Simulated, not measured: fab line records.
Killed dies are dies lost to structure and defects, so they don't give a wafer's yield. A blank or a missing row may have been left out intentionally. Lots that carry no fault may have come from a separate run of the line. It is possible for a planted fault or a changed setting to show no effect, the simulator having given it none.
Chamber matching ; flow n5Finfet ; 4 sister chambers for N5_HKMG_FIN_DESCUM_17 on rieDiel-04
The step chemistry O2, time 7.9 s. 7 wafers are shown with their chamber, then 8 later ones without.

== WAFERS WITH THEIR CHAMBER ==
wafer;chamber;showerheadPlenumPTorr (Torr);drypumpMotorCurrentA (A)
L074.2;2;2.08;5.3
L084.6;3;2.06;5.9
L090.5;3;2.05;6.0
L091.2;1;2.14;5.4
L091.5;0;2.00;6.0
L091.6;1;2.14;5.4
L093.2;0;2.00;5.9

== WAFERS WITHOUT THEIR CHAMBER ==
wafer;showerheadPlenumPTorr (Torr);drypumpMotorCurrentA (A)
L093.3;2.05;6.0
L093.4;2.14;5.4
L095.2;2.05;6.0
L095.5;2.00;5.9
L095.6;2.14;5.4
L096.4;2.06;5.4
L096.5;2.00;6.0
L096.6;2.05;6.0

== WHICH CHAMBER EACH ONE RAN IN ==
wafer;from the rows above;in truth
L093.3;3;3
L093.4;1;1
L095.2;3;3
L095.5;0;0
L095.6;1;1
L096.4;2;2
L096.5;0;0
L096.6;3;3
Correct placement for 8 of the 8. Left unplaced by these rows: 0. Number placed wrongly: 0.
How it was worked out, from the rows above alone: a wafer's distance from a chamber is the root of the sum, over the readings, of the square of ((its reading less the chamber's mean) divided by the reading's scatter). If the next closest chamber is less than 2 further off than the closest, the wafer can't be placed; otherwise it belongs to the closest. The mean given for a chamber averages the wafers shown for that chamber. The scatter is the square root of a quotient: the sum, over the shown wafers, of each reading's squared deviation from its chamber's mean, divided by wafers minus chambers.
